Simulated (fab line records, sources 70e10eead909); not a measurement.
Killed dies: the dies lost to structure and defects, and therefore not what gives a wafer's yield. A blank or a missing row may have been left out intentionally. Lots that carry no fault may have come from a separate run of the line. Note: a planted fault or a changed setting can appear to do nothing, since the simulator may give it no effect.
fab line records :: flow nand_harc
record
  lots=13
  wafers=39
  last_day=24
route steps=1159 shown A_M1@1056 A_BONDPAD@1077
lots that met no fault: from a run of the same line without faults
start_h: hours from the record's opening day to when the first of the lot's shown wafers began :: wait_h: how many hours have passed since the lot's step before this one :: " repeats the value in the row above :: L1.1+2: a single row standing in for several wafers :: - no value present, or no start provided :: * or withheld: withheld :: < > ~ a bound
route shown NAME@n: names a module that has steps shown in the file, with the first one's number in the route :: usual: average and standard deviation across the fault-free wafers :: same: alike in all rows :: chamber/n: place in a boat :: sites: per-site readings :: _std_site: how widely they spread, as a standard deviation :: _edge_site: the outer-site mean with the inner-site mean subtracted :: radius_mm: how far each site lies from the wafer's centre :: mask NAME#n: copy n :: behind: the last tool/chamber to shape the wafer :: hold: the reason the lot was held/the length of the hold in hours/how it ended :: device: transistor that didn't switch, given as n, p or np :: end of line: the route-end tests of the same wafers :: where a step has no rows: the recipe by itself :: killed: dies lost to structure and defects at the first sort, not the wafer's yield :: map: the dies of a wafer, with x for killed, . for not killed, _ for no die there
set.NAME: the run value of the setting; set.NAME@STEP: its run value at that earlier step :: model.NAME: the simulator's own value behind a step, which no gauge read
a sample of lots followed through the steps of the route, with each step as a table and each wafer as a row
services: when a tool's chamber went out of use (start_h, in hours from the record's first day, below 0 if earlier), for how many hours, and the reason
## steps
# step NHARC_A_M1_INSPECT_27
# usual
  raw_defect_count=490/160
lot.wafer: L657.2
tool: defect_inspect-01
chamber: -
start_h: 409.70
wait_h: 0.0
raw_defect_count: 488

lot.wafer: L657.3
tool: defect_inspect-01
chamber: -
start_h: 409.70
wait_h: 0.0
raw_defect_count: 308

lot.wafer: L657.4
tool: defect_inspect-01
chamber: -
start_h: 409.70
wait_h: 0.0
raw_defect_count: 439

lot.wafer: L658.3
tool: defect_inspect-01
chamber: -
start_h: 416.83
wait_h: 0.0
raw_defect_count: 480

lot.wafer: L658.4
tool: defect_inspect-01
chamber: -
start_h: 416.83
wait_h: 0.0
raw_defect_count: 426

lot.wafer: L658.6
tool: defect_inspect-01
chamber: -
start_h: 416.83
wait_h: 0.0
raw_defect_count: 534

lot.wafer: L659.1
tool: defect_inspect-01
chamber: -
start_h: 421.21
wait_h: 0.0
raw_defect_count: 360

lot.wafer: L659.5
tool: defect_inspect-01
chamber: -
start_h: 421.21
wait_h: 0.0
raw_defect_count: 485

lot.wafer: L659.6
tool: defect_inspect-01
chamber: -
start_h: 421.21
wait_h: 0.0
raw_defect_count: 527

lot.wafer: L662.1
tool: defect_inspect-02
chamber: -
start_h: 421.42
wait_h: 0.0
raw_defect_count: 511

lot.wafer: L662.2
tool: defect_inspect-02
chamber: -
start_h: 421.42
wait_h: 0.0
raw_defect_count: 376

lot.wafer: L662.6
tool: defect_inspect-02
chamber: -
start_h: 421.42
wait_h: 0.0
raw_defect_count: 644

lot.wafer: L660.1
tool: defect_inspect-02
chamber: -
start_h: 433.05
wait_h: 0.0
raw_defect_count: 495

lot.wafer: L660.5
tool: defect_inspect-02
chamber: -
start_h: 433.05
wait_h: 0.0
raw_defect_count: 502

lot.wafer: L660.6
tool: defect_inspect-02
chamber: -
start_h: 433.05
wait_h: 0.0
raw_defect_count: 505

lot.wafer: L663.1
tool: defect_inspect-02
chamber: -
start_h: 441.79
wait_h: 0.0
raw_defect_count: 508

lot.wafer: L663.3
tool: defect_inspect-02
chamber: -
start_h: 441.79
wait_h: 0.0
raw_defect_count: 569

lot.wafer: L663.6
tool: defect_inspect-02
chamber: -
start_h: 441.79
wait_h: 0.0
raw_defect_count: 449

lot.wafer: L661.1
tool: defect_inspect-01
chamber: -
start_h: 442.58
wait_h: 0.0
raw_defect_count: 314

lot.wafer: L661.2
tool: defect_inspect-01
chamber: -
start_h: 442.58
wait_h: 0.0
raw_defect_count: 298

lot.wafer: L661.4
tool: defect_inspect-01
chamber: -
start_h: 442.58
wait_h: 0.0
raw_defect_count: 343

lot.wafer: L665.2
tool: defect_inspect-01
chamber: -
start_h: 461.01
wait_h: 0.0
raw_defect_count: 441

lot.wafer: L665.3
tool: defect_inspect-01
chamber: -
start_h: 461.01
wait_h: 0.0
raw_defect_count: 313

lot.wafer: L665.6
tool: defect_inspect-01
chamber: -
start_h: 461.01
wait_h: 0.0
raw_defect_count: 485

lot.wafer: L671.2
tool: defect_inspect-02
chamber: -
start_h: 480.74
wait_h: 0.0
raw_defect_count: 364

lot.wafer: L671.3
tool: defect_inspect-02
chamber: -
start_h: 480.74
wait_h: 0.0
raw_defect_count: 367

lot.wafer: L671.6
tool: defect_inspect-02
chamber: -
start_h: 480.74
wait_h: 0.0
raw_defect_count: 346

lot.wafer: L672.1
tool: defect_inspect-01
chamber: -
start_h: 500.83
wait_h: 0.0
raw_defect_count: 417

lot.wafer: L672.5
tool: defect_inspect-01
chamber: -
start_h: 500.83
wait_h: 0.0
raw_defect_count: 621

lot.wafer: L672.6
tool: defect_inspect-01
chamber: -
start_h: 500.83
wait_h: 0.0
raw_defect_count: 585

lot.wafer: L673.4
tool: defect_inspect-02
chamber: -
start_h: 505.21
wait_h: 0.0
raw_defect_count: 412

lot.wafer: L673.5
tool: defect_inspect-02
chamber: -
start_h: 505.21
wait_h: 0.0
raw_defect_count: 373

lot.wafer: L673.6
tool: defect_inspect-02
chamber: -
start_h: 505.21
wait_h: 0.0
raw_defect_count: 399

lot.wafer: L676.1
tool: defect_inspect-02
chamber: -
start_h: 523.27
wait_h: 0.0
raw_defect_count: 424

lot.wafer: L676.3
tool: defect_inspect-02
chamber: -
start_h: 523.27
wait_h: 0.0
raw_defect_count: 555

lot.wafer: L676.4
tool: defect_inspect-02
chamber: -
start_h: 523.27
wait_h: 0.0
raw_defect_count: 571

lot.wafer: L679.3
tool: defect_inspect-02
chamber: -
start_h: 542.69
wait_h: 0.0
raw_defect_count: 373

lot.wafer: L679.4
tool: defect_inspect-02
chamber: -
start_h: 542.69
wait_h: 0.0
raw_defect_count: 370

lot.wafer: L679.6
tool: defect_inspect-02
chamber: -
start_h: 542.69
wait_h: 0.0
raw_defect_count: 512
# step NHARC_A_M1_PRE_CLEAN_32
# recipe
  time_s=12
  temp_c=370
  rf_power_w=300
  gas=NH3
# usual
  heater_power_w=646/68
  rf_fwd_power_W=292.6/0.86
lot.wafer: L657.2
tool: pecvd-02
chamber: 2
start_h: 409.76
wait_h: 0.1
heater_power_w: 651
rf_fwd_power_W: 292.5

lot.wafer: L657.3
tool: pecvd-02
chamber: 1
start_h: 409.76
wait_h: 0.1
heater_power_w: 717
rf_fwd_power_W: 293.0

lot.wafer: L657.4
tool: pecvd-02
chamber: 2
start_h: 409.76
wait_h: 0.1
heater_power_w: 668
rf_fwd_power_W: 290.8

lot.wafer: L658.3
tool: pecvd-01
chamber: 1
start_h: 416.91
wait_h: 0.1
heater_power_w: 560
rf_fwd_power_W: 293.7

lot.wafer: L658.6
tool: pecvd-01
chamber: 1
start_h: 416.91
wait_h: 0.1
heater_power_w: 555
rf_fwd_power_W: 294.1

lot.wafer: L658.4
tool: pecvd-01
chamber: 2
start_h: 416.91
wait_h: 0.1
heater_power_w: 652
rf_fwd_power_W: 292.6

lot.wafer: L659.1
tool: pecvd-03
chamber: 0
start_h: 421.28
wait_h: 0.1
heater_power_w: 656
rf_fwd_power_W: 290.5

lot.wafer: L659.5
tool: pecvd-03
chamber: 0
start_h: 421.28
wait_h: 0.1
heater_power_w: 669
rf_fwd_power_W: 292.1

lot.wafer: L659.6
tool: pecvd-03
chamber: 1
start_h: 421.28
wait_h: 0.1
heater_power_w: 581
rf_fwd_power_W: 293.3

lot.wafer: L662.2
tool: pecvd-02
chamber: 0
start_h: 421.49
wait_h: 0.1
heater_power_w: 703
rf_fwd_power_W: 293.6

lot.wafer: L662.1
tool: pecvd-02
chamber: 2
start_h: 421.49
wait_h: 0.1
heater_power_w: 697
rf_fwd_power_W: 292.6

lot.wafer: L662.6
tool: pecvd-02
chamber: 2
start_h: 421.49
wait_h: 0.1
heater_power_w: 697
rf_fwd_power_W: 292.0

lot.wafer: L660.1
tool: pecvd-02
chamber: 1
start_h: 433.57
wait_h: 0.5
heater_power_w: 746
rf_fwd_power_W: 292.7

lot.wafer: L660.5
tool: pecvd-02
chamber: 1
start_h: 433.57
wait_h: 0.5
heater_power_w: 732
rf_fwd_power_W: 291.5

lot.wafer: L660.6
tool: pecvd-02
chamber: 2
start_h: 433.57
wait_h: 0.5
heater_power_w: 683
rf_fwd_power_W: 292.2

lot.wafer: L663.1
tool: pecvd-03
chamber: 2
start_h: 441.86
wait_h: 0.1
heater_power_w: 644
rf_fwd_power_W: 292.8

lot.wafer: L663.3
tool: pecvd-03
chamber: 1
start_h: 441.86
wait_h: 0.1
heater_power_w: 581
rf_fwd_power_W: 292.2

lot.wafer: L663.6
tool: pecvd-03
chamber: 1
start_h: 441.86
wait_h: 0.1
heater_power_w: 578
rf_fwd_power_W: 293.7

lot.wafer: L661.2
tool: pecvd-03
chamber: 0
start_h: 442.66
wait_h: 0.1
heater_power_w: 695
rf_fwd_power_W: 291.9

lot.wafer: L661.1
tool: pecvd-03
chamber: 1
start_h: 442.66
wait_h: 0.1
heater_power_w: 525
rf_fwd_power_W: 293.6

lot.wafer: L661.4
tool: pecvd-03
chamber: 2
start_h: 442.66
wait_h: 0.1
heater_power_w: 716
rf_fwd_power_W: 292.8

lot.wafer: L665.2
tool: pecvd-01
chamber: 2
start_h: 461.09
wait_h: 0.1
heater_power_w: 643
rf_fwd_power_W: 292.1

lot.wafer: L665.3
tool: pecvd-01
chamber: 0
start_h: 461.09
wait_h: 0.1
heater_power_w: 706
rf_fwd_power_W: 292.7

lot.wafer: L665.6
tool: pecvd-01
chamber: 2
start_h: 461.09
wait_h: 0.1
heater_power_w: 659
rf_fwd_power_W: 292.4

lot.wafer: L671.2
tool: pecvd-02
chamber: 1
start_h: 480.87
wait_h: 0.1
heater_power_w: 613
rf_fwd_power_W: 291.1

lot.wafer: L671.3
tool: pecvd-02
chamber: 2
start_h: 480.87
wait_h: 0.1
heater_power_w: 680
rf_fwd_power_W: 292.6

lot.wafer: L671.6
tool: pecvd-02
chamber: 1
start_h: 480.87
wait_h: 0.1
heater_power_w: 631
rf_fwd_power_W: 294.2

lot.wafer: L672.1
tool: pecvd-03
chamber: 0
start_h: 500.90
wait_h: 0.1
heater_power_w: 717
rf_fwd_power_W: 293.6

lot.wafer: L672.5
tool: pecvd-03
chamber: 1
start_h: 500.90
wait_h: 0.1
heater_power_w: 576
rf_fwd_power_W: 292.6

lot.wafer: L672.6
tool: pecvd-03
chamber: 2
start_h: 500.90
wait_h: 0.1
heater_power_w: 662
rf_fwd_power_W: 293.5

lot.wafer: L673.4
tool: pecvd-02
chamber: 2
start_h: 505.43
wait_h: 0.2
heater_power_w: 701
rf_fwd_power_W: 292.6

lot.wafer: L673.5
tool: pecvd-02
chamber: 0
start_h: 505.43
wait_h: 0.2
heater_power_w: 725
rf_fwd_power_W: 292.8

lot.wafer: L673.6
tool: pecvd-02
chamber: 1
start_h: 505.43
wait_h: 0.2
heater_power_w: 625
rf_fwd_power_W: 293.5

lot.wafer: L676.1
tool: pecvd-01
chamber: 0
start_h: 523.35
wait_h: 0.1
heater_power_w: 669
rf_fwd_power_W: 293.3

lot.wafer: L676.3
tool: pecvd-01
chamber: 1
start_h: 523.35
wait_h: 0.1
heater_power_w: 490
rf_fwd_power_W: 293.0

lot.wafer: L676.4
tool: pecvd-01
chamber: 0
start_h: 523.35
wait_h: 0.1
heater_power_w: 671
rf_fwd_power_W: 293.3

lot.wafer: L679.3
tool: pecvd-03
chamber: 0
start_h: 542.76
wait_h: 0.1
heater_power_w: 718
rf_fwd_power_W: 293.3

lot.wafer: L679.6
tool: pecvd-03
chamber: 2
start_h: 542.76
wait_h: 0.1
heater_power_w: 652
rf_fwd_power_W: 291.4

lot.wafer: L679.4
tool: pecvd-03
chamber: 1
start_h: 542.76
wait_h: 0.1
heater_power_w: 585
rf_fwd_power_W: 292.0
# step NHARC_A_BONDPAD_ETCH_12
# recipe
  target_depth_a=2200
  time_s=110
  chf3_flow_sccm=50
  o2_flow_sccm=10
  ar_flow_sccm=200
  rf_w=500
  bias_w=200
  chemistry=CHF3/O2
# usual
  chf3_flow_sccm=50.00/0.16
  drypump_motor_current_A=5.7/0.38
  oes_product_au=0.955/0.023
  rf_fwd_power_W=496.7/1.8
  rf_vpp_V=369.7/2.7
  run_length_s=131.3/0.43
  showerhead_plenum_p_Torr=2.36/0.12
  throttle_valve_pct=20.573/0.0093
lot.wafer: L657.2
tool: rie_diel-13
chamber: 2
start_h: 411.94
wait_h: -
chf3_flow_sccm: 50.31
drypump_motor_current_A: 6.0
oes_product_au: 0.938
rf_fwd_power_W: 496.2
rf_hours_counter_h: 21
rf_vpp_V: 368.2
run_length_s: 131.6
showerhead_plenum_p_Torr: 2.31
throttle_valve_pct: 20.583

lot.wafer: L657.3
tool: rie_diel-13
chamber: 0
start_h: 411.94
wait_h: -
chf3_flow_sccm: 50.16
drypump_motor_current_A: 5.2
oes_product_au: 0.913
rf_fwd_power_W: 499.8
rf_hours_counter_h: 22
rf_vpp_V: 367.5
run_length_s: 131.6
showerhead_plenum_p_Torr: 2.28
throttle_valve_pct: 20.577

lot.wafer: L657.4
tool: rie_diel-13
chamber: 1
start_h: 411.94
wait_h: -
chf3_flow_sccm: 49.93
drypump_motor_current_A: 5.4
oes_product_au: 0.922
rf_fwd_power_W: 500.0
rf_hours_counter_h: 22
rf_vpp_V: 369.8
run_length_s: 132.3
showerhead_plenum_p_Torr: 2.29
throttle_valve_pct: 20.571

lot.wafer: L658.4
tool: rie_diel-11
chamber: 1
start_h: 419.15
wait_h: -
chf3_flow_sccm: 50.09
drypump_motor_current_A: 5.5
oes_product_au: 0.959
rf_fwd_power_W: 496.8
rf_hours_counter_h: 2
rf_vpp_V: 372.0
run_length_s: 131.4
showerhead_plenum_p_Torr: 2.42
throttle_valve_pct: 20.575

lot.wafer: L658.3
tool: rie_diel-11
chamber: 3
start_h: 419.15
wait_h: -
chf3_flow_sccm: 50.08
drypump_motor_current_A: 6.1
oes_product_au: 0.970
rf_fwd_power_W: 494.3
rf_hours_counter_h: 2
rf_vpp_V: 374.4
run_length_s: 130.7
showerhead_plenum_p_Torr: 2.56
throttle_valve_pct: 20.566

lot.wafer: L658.6
tool: rie_diel-11
chamber: 0
start_h: 419.15
wait_h: -
chf3_flow_sccm: 50.10
drypump_motor_current_A: 5.6
oes_product_au: 0.973
rf_fwd_power_W: 496.7
rf_hours_counter_h: -
rf_vpp_V: 367.7
run_length_s: 131.6
showerhead_plenum_p_Torr: 2.24
throttle_valve_pct: 20.593

lot.wafer: L659.1
tool: rie_diel-01
chamber: 1
start_h: 423.53
wait_h: -
chf3_flow_sccm: 49.79
drypump_motor_current_A: 5.1
oes_product_au: 0.927
rf_fwd_power_W: 497.7
rf_hours_counter_h: 30
rf_vpp_V: 366.3
run_length_s: 130.9
showerhead_plenum_p_Torr: 2.26
throttle_valve_pct: 20.568

lot.wafer: L659.5
tool: rie_diel-01
chamber: 1
start_h: 423.53
wait_h: -
chf3_flow_sccm: 49.95
drypump_motor_current_A: 5.1
oes_product_au: 0.918
rf_fwd_power_W: 498.0
rf_hours_counter_h: -
rf_vpp_V: 367.8
run_length_s: 130.9
showerhead_plenum_p_Torr: 2.26
throttle_valve_pct: 20.565

lot.wafer: L659.6
tool: rie_diel-01
chamber: 2
start_h: 423.53
wait_h: -
chf3_flow_sccm: 49.92
drypump_motor_current_A: 6.0
oes_product_au: 0.926
rf_fwd_power_W: 497.9
rf_hours_counter_h: -
rf_vpp_V: 371.4
run_length_s: 131.6
showerhead_plenum_p_Torr: 2.45
throttle_valve_pct: 20.571

lot.wafer: L662.2
tool: rie_diel-11
chamber: 0
start_h: 423.92
wait_h: -
chf3_flow_sccm: 49.93
drypump_motor_current_A: 5.6
oes_product_au: 0.958
rf_fwd_power_W: 495.5
rf_hours_counter_h: 2
rf_vpp_V: 367.7
run_length_s: 131.6
showerhead_plenum_p_Torr: 2.24
throttle_valve_pct: 20.569

lot.wafer: L662.1
tool: rie_diel-11
chamber: 2
start_h: 423.92
wait_h: -
chf3_flow_sccm: 50.05
drypump_motor_current_A: 5.6
oes_product_au: 0.945
rf_fwd_power_W: 494.2
rf_hours_counter_h: 2
rf_vpp_V: 366.4
run_length_s: 132.1
showerhead_plenum_p_Torr: 2.28
throttle_valve_pct: 20.567

lot.wafer: L662.6
tool: rie_diel-11
chamber: 3
start_h: 423.92
wait_h: -
chf3_flow_sccm: 50.40
drypump_motor_current_A: 6.1
oes_product_au: 0.950
rf_fwd_power_W: 495.5
rf_hours_counter_h: -
rf_vpp_V: 373.2
run_length_s: 130.7
showerhead_plenum_p_Torr: 2.56
throttle_valve_pct: 20.575

lot.wafer: L660.1
tool: rie_diel-11
chamber: 1
start_h: 435.84
wait_h: -
chf3_flow_sccm: 49.80
drypump_motor_current_A: 5.5
oes_product_au: 0.985
rf_fwd_power_W: 495.3
rf_hours_counter_h: 2
rf_vpp_V: 370.8
run_length_s: 131.6
showerhead_plenum_p_Torr: 2.42
throttle_valve_pct: 20.554

lot.wafer: L660.6
tool: rie_diel-11
chamber: 0
start_h: 435.84
wait_h: -
chf3_flow_sccm: 50.16
drypump_motor_current_A: 5.6
oes_product_au: 0.968
rf_fwd_power_W: 496.7
rf_hours_counter_h: -
rf_vpp_V: 367.5
run_length_s: 131.5
showerhead_plenum_p_Torr: 2.24
throttle_valve_pct: 20.571

lot.wafer: L660.5
tool: rie_diel-11
chamber: 1
start_h: 435.84
wait_h: -
chf3_flow_sccm: 49.90
drypump_motor_current_A: 5.5
oes_product_au: 0.990
rf_fwd_power_W: 495.3
rf_hours_counter_h: -
rf_vpp_V: 370.2
run_length_s: 131.8
showerhead_plenum_p_Torr: 2.42
throttle_valve_pct: 20.575

lot.wafer: L663.1
tool: rie_diel-11
chamber: 3
start_h: 444.12
wait_h: -
chf3_flow_sccm: 49.84
drypump_motor_current_A: 6.1
oes_product_au: 0.977
rf_fwd_power_W: 498.4
rf_hours_counter_h: 2
rf_vpp_V: 374.6
run_length_s: 131.2
showerhead_plenum_p_Torr: 2.56
throttle_valve_pct: 20.561

lot.wafer: L663.3
tool: rie_diel-11
chamber: 0
start_h: 444.12
wait_h: -
chf3_flow_sccm: 49.98
drypump_motor_current_A: 5.6
oes_product_au: 0.987
rf_fwd_power_W: 496.4
rf_hours_counter_h: 2
rf_vpp_V: 367.7
run_length_s: 131.2
showerhead_plenum_p_Torr: 2.24
throttle_valve_pct: 20.583

lot.wafer: L663.6
tool: rie_diel-11
chamber: 3
start_h: 444.12
wait_h: -
chf3_flow_sccm: 49.62
drypump_motor_current_A: 6.1
oes_product_au: 0.979
rf_fwd_power_W: 497.2
rf_hours_counter_h: -
rf_vpp_V: 373.2
run_length_s: 130.9
showerhead_plenum_p_Torr: 2.56
throttle_valve_pct: 20.573

lot.wafer: L661.1
tool: rie_diel-01
chamber: 0
start_h: 445.12
wait_h: -
chf3_flow_sccm: 50.10
drypump_motor_current_A: 6.7
oes_product_au: 0.928
rf_fwd_power_W: 498.8
rf_hours_counter_h: 47
rf_vpp_V: 367.3
run_length_s: 131.3
showerhead_plenum_p_Torr: 2.22
throttle_valve_pct: 20.549

lot.wafer: L661.4
tool: rie_diel-01
chamber: 1
start_h: 445.12
wait_h: -
chf3_flow_sccm: 49.88
drypump_motor_current_A: 5.1
oes_product_au: 0.920
rf_fwd_power_W: 495.5
rf_hours_counter_h: 39
rf_vpp_V: 368.4
run_length_s: 130.9
showerhead_plenum_p_Torr: 2.26
throttle_valve_pct: 20.586

lot.wafer: L661.2
tool: rie_diel-01
chamber: 3
start_h: 445.12
wait_h: -
chf3_flow_sccm: 50.18
drypump_motor_current_A: 5.4
oes_product_au: 0.922
rf_fwd_power_W: 495.0
rf_hours_counter_h: 47
rf_vpp_V: 369.8
run_length_s: 131.0
showerhead_plenum_p_Torr: 2.34
throttle_valve_pct: 20.559

lot.wafer: L665.2
tool: rie_diel-13
chamber: 2
start_h: 463.30
wait_h: -
chf3_flow_sccm: 50.04
drypump_motor_current_A: 6.0
oes_product_au: 0.950
rf_fwd_power_W: 497.1
rf_hours_counter_h: 0
rf_vpp_V: 368.5
run_length_s: 131.7
showerhead_plenum_p_Torr: 2.30
throttle_valve_pct: 20.588

lot.wafer: L665.3
tool: rie_diel-13
chamber: 0
start_h: 463.30
wait_h: -
chf3_flow_sccm: 50.27
drypump_motor_current_A: 5.2
oes_product_au: 0.980
rf_fwd_power_W: 495.1
rf_hours_counter_h: 0
rf_vpp_V: 367.9
run_length_s: 130.9
showerhead_plenum_p_Torr: 2.27
throttle_valve_pct: 20.571

lot.wafer: L665.6
tool: rie_diel-13
chamber: 1
start_h: 463.30
wait_h: -
chf3_flow_sccm: 49.97
drypump_motor_current_A: 5.4
oes_product_au: 0.956
rf_fwd_power_W: 499.6
rf_hours_counter_h: -
rf_vpp_V: 368.7
run_length_s: 132.4
showerhead_plenum_p_Torr: 2.29
throttle_valve_pct: 20.578

lot.wafer: L671.3
tool: rie_diel-11
chamber: 3
start_h: 483.11
wait_h: -
chf3_flow_sccm: 49.98
drypump_motor_current_A: 6.1
oes_product_au: 0.958
rf_fwd_power_W: -
rf_hours_counter_h: 4
rf_vpp_V: 374.8
run_length_s: 121.0
showerhead_plenum_p_Torr: 2.56
throttle_valve_pct: 20.572

lot.wafer: L671.2
tool: rie_diel-11
chamber: 0
start_h: 483.11
wait_h: -
chf3_flow_sccm: 50.01
drypump_motor_current_A: 5.6
oes_product_au: 0.977
rf_fwd_power_W: -
rf_hours_counter_h: 4
rf_vpp_V: 367.4
run_length_s: 121.2
showerhead_plenum_p_Torr: 2.24
throttle_valve_pct: 20.578

lot.wafer: L671.6
tool: rie_diel-11
chamber: 3
start_h: 483.11
wait_h: -
chf3_flow_sccm: 49.82
drypump_motor_current_A: 6.1
oes_product_au: 0.961
rf_fwd_power_W: -
rf_hours_counter_h: -
rf_vpp_V: 374.7
run_length_s: 121.1
showerhead_plenum_p_Torr: 2.56
throttle_valve_pct: 20.575

lot.wafer: L672.1
tool: rie_diel-11
chamber: 2
start_h: 503.17
wait_h: -
chf3_flow_sccm: 49.92
drypump_motor_current_A: 5.6
oes_product_au: 0.978
rf_fwd_power_W: -
rf_hours_counter_h: 5
rf_vpp_V: 368.1
run_length_s: 122.0
showerhead_plenum_p_Torr: 2.28
throttle_valve_pct: 20.590

lot.wafer: L672.5
tool: rie_diel-11
chamber: 2
start_h: 503.17
wait_h: -
chf3_flow_sccm: 50.24
drypump_motor_current_A: 5.6
oes_product_au: 0.965
rf_fwd_power_W: -
rf_hours_counter_h: -
rf_vpp_V: 367.4
run_length_s: 121.7
showerhead_plenum_p_Torr: 2.28
throttle_valve_pct: 20.572

lot.wafer: L672.6
tool: rie_diel-11
chamber: 3
start_h: 503.17
wait_h: -
chf3_flow_sccm: 49.71
drypump_motor_current_A: 6.1
oes_product_au: 0.945
rf_fwd_power_W: -
rf_hours_counter_h: -
rf_vpp_V: 373.3
run_length_s: 121.3
showerhead_plenum_p_Torr: 2.56
throttle_valve_pct: 20.596

lot.wafer: L673.4
tool: rie_diel-11
chamber: 3
start_h: 507.65
wait_h: -
chf3_flow_sccm: 49.84
drypump_motor_current_A: 6.1
oes_product_au: 0.986
rf_fwd_power_W: -
rf_hours_counter_h: 5
rf_vpp_V: 372.8
run_length_s: 121.0
showerhead_plenum_p_Torr: 2.56
throttle_valve_pct: 20.582

lot.wafer: L673.5
tool: rie_diel-11
chamber: 1
start_h: 507.65
wait_h: -
chf3_flow_sccm: 50.12
drypump_motor_current_A: 5.5
oes_product_au: 0.975
rf_fwd_power_W: -
rf_hours_counter_h: -
rf_vpp_V: 372.6
run_length_s: 121.9
showerhead_plenum_p_Torr: 2.42
throttle_valve_pct: 20.573

lot.wafer: L673.6
tool: rie_diel-11
chamber: 2
start_h: 507.65
wait_h: -
chf3_flow_sccm: 49.65
drypump_motor_current_A: 5.6
oes_product_au: 0.970
rf_fwd_power_W: -
rf_hours_counter_h: -
rf_vpp_V: 366.9
run_length_s: 122.1
showerhead_plenum_p_Torr: 2.28
throttle_valve_pct: 20.579

lot.wafer: L676.3
tool: rie_diel-01
chamber: 3
start_h: 525.69
wait_h: -
chf3_flow_sccm: 49.99
drypump_motor_current_A: 5.4
oes_product_au: 0.917
rf_fwd_power_W: 498.4
rf_hours_counter_h: 11
rf_vpp_V: 369.4
run_length_s: 130.9
showerhead_plenum_p_Torr: 2.33
throttle_valve_pct: 20.583

lot.wafer: L676.1
tool: rie_diel-01
chamber: 0
start_h: 525.69
wait_h: -
chf3_flow_sccm: 50.08
drypump_motor_current_A: 6.7
oes_product_au: 0.935
rf_fwd_power_W: 497.7
rf_hours_counter_h: 10
rf_vpp_V: 375.2
run_length_s: 131.7
showerhead_plenum_p_Torr: 2.59
throttle_valve_pct: 20.571

lot.wafer: L676.4
tool: rie_diel-01
chamber: 3
start_h: 525.69
wait_h: -
chf3_flow_sccm: 50.06
drypump_motor_current_A: 5.4
oes_product_au: 0.921
rf_fwd_power_W: 496.9
rf_hours_counter_h: -
rf_vpp_V: 368.6
run_length_s: 130.4
showerhead_plenum_p_Torr: 2.33
throttle_valve_pct: 20.570

lot.wafer: L679.3
tool: rie_diel-13
chamber: 3
start_h: 545.00
wait_h: -
chf3_flow_sccm: 49.74
drypump_motor_current_A: 5.9
oes_product_au: 0.931
rf_fwd_power_W: 494.9
rf_hours_counter_h: 17
rf_vpp_V: 371.6
run_length_s: 131.4
showerhead_plenum_p_Torr: 2.45
throttle_valve_pct: 20.587

lot.wafer: L679.4
tool: rie_diel-13
chamber: 1
start_h: 545.00
wait_h: -
chf3_flow_sccm: 49.79
drypump_motor_current_A: 5.5
oes_product_au: 0.922
rf_fwd_power_W: 500.2
rf_hours_counter_h: 17
rf_vpp_V: 368.0
run_length_s: 132.2
showerhead_plenum_p_Torr: 2.28
throttle_valve_pct: 20.565

lot.wafer: L679.6
tool: rie_diel-13
chamber: 2
start_h: 545.00
wait_h: -
chf3_flow_sccm: 50.09
drypump_motor_current_A: 6.0
oes_product_au: 0.928
rf_fwd_power_W: 497.4
rf_hours_counter_h: -
rf_vpp_V: 369.1
run_length_s: 131.1
showerhead_plenum_p_Torr: 2.30
throttle_valve_pct: 20.584
## services
tool: rie_diel-01
chamber: 1
start_h: 385.95
hours: 10.3
kind: repair

tool: rie_diel-11
chamber: 0
start_h: 400.13
hours: -
kind: clean

tool: rie_diel-11
chamber: 1
start_h: 400.13
hours: -
kind: clean

tool: rie_diel-11
chamber: 2
start_h: 400.13
hours: -
kind: clean

tool: rie_diel-11
chamber: 3
start_h: 400.13
hours: -
kind: clean

tool: rie_diel-13
chamber: 2
start_h: 401.11
hours: 8.7
kind: repair

tool: pecvd-01
chamber: -
start_h: 418.40
hours: 13.0
kind: pm

tool: rie_diel-11
chamber: 0
start_h: 424.63
hours: -
kind: clean

tool: rie_diel-11
chamber: 1
start_h: 424.63
hours: -
kind: clean

tool: rie_diel-11
chamber: 2
start_h: 424.63
hours: -
kind: clean

tool: rie_diel-11
chamber: 3
start_h: 424.63
hours: -
kind: clean

tool: rie_diel-11
chamber: 0
start_h: 449.13
hours: -
kind: clean

tool: rie_diel-11
chamber: 1
start_h: 449.13
hours: -
kind: clean

tool: rie_diel-11
chamber: 2
start_h: 449.13
hours: -
kind: clean

tool: rie_diel-11
chamber: 3
start_h: 449.13
hours: -
kind: clean

tool: rie_diel-13
chamber: -
start_h: 453.26
hours: 9.0
kind: pm

tool: rie_diel-11
chamber: 1
start_h: 457.94
hours: 9.7
kind: repair

tool: pecvd-03
chamber: -
start_h: 473.23
hours: 13.0
kind: pm

tool: pecvd-02
chamber: 0
start_h: 486.94
hours: 3.9
kind: repair

tool: rie_diel-01
chamber: -
start_h: 491.93
hours: 9.0
kind: pm

tool: rie_diel-11
chamber: 1
start_h: 499.66
hours: 4.9
kind: repair

tool: pecvd-02
chamber: -
start_h: 515.20
hours: 13.0
kind: pm

tool: rie_diel-01
chamber: 2
start_h: 525.56
hours: 1.5
kind: repair

tool: rie_diel-11
chamber: -
start_h: 543.63
hours: 9.0
kind: pm
## key
first_sign
  step=NHARC_A_BONDPAD_ETCH_12
  reading=run_length_s
  direction=down
  sigmas=23
  usual=*
  struck=*
effect none on later readings
met_at NHARC_A_BONDPAD_ETCH_12
struck_lots L671,L672,L673
later_rows_left_out L671.2,L671.3,L672.1,L672.5,L673.4,L673.6
sort_left_out L671.2,L671.3,L671.6,L672.1,L672.5,L672.6,L673.4,L673.5,L673.6
not_acting_at NHARC_A_M1_INSPECT_27,NHARC_A_M1_PRE_CLEAN_32
onset_between 444.12 483.11
fault
  kind=process_parameter_drift
  tool=rie_diel-11
  chamber=-
  onset_h=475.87
  steps=NHARC_A_BONDPAD_ETCH_12
  channel=time_s
  offset=*
  shape=step
  end_h=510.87
  acts_in=*
  stated=*
# sort_left_out: the simulated sort isn't trusted on such a fault, so these wafers' sort isn't shown, and their yield isn't known
# later_rows_left_out: the simulator's readings of these wafers behind a module that went badly wrong aren't trusted and aren't shown, but for the sort
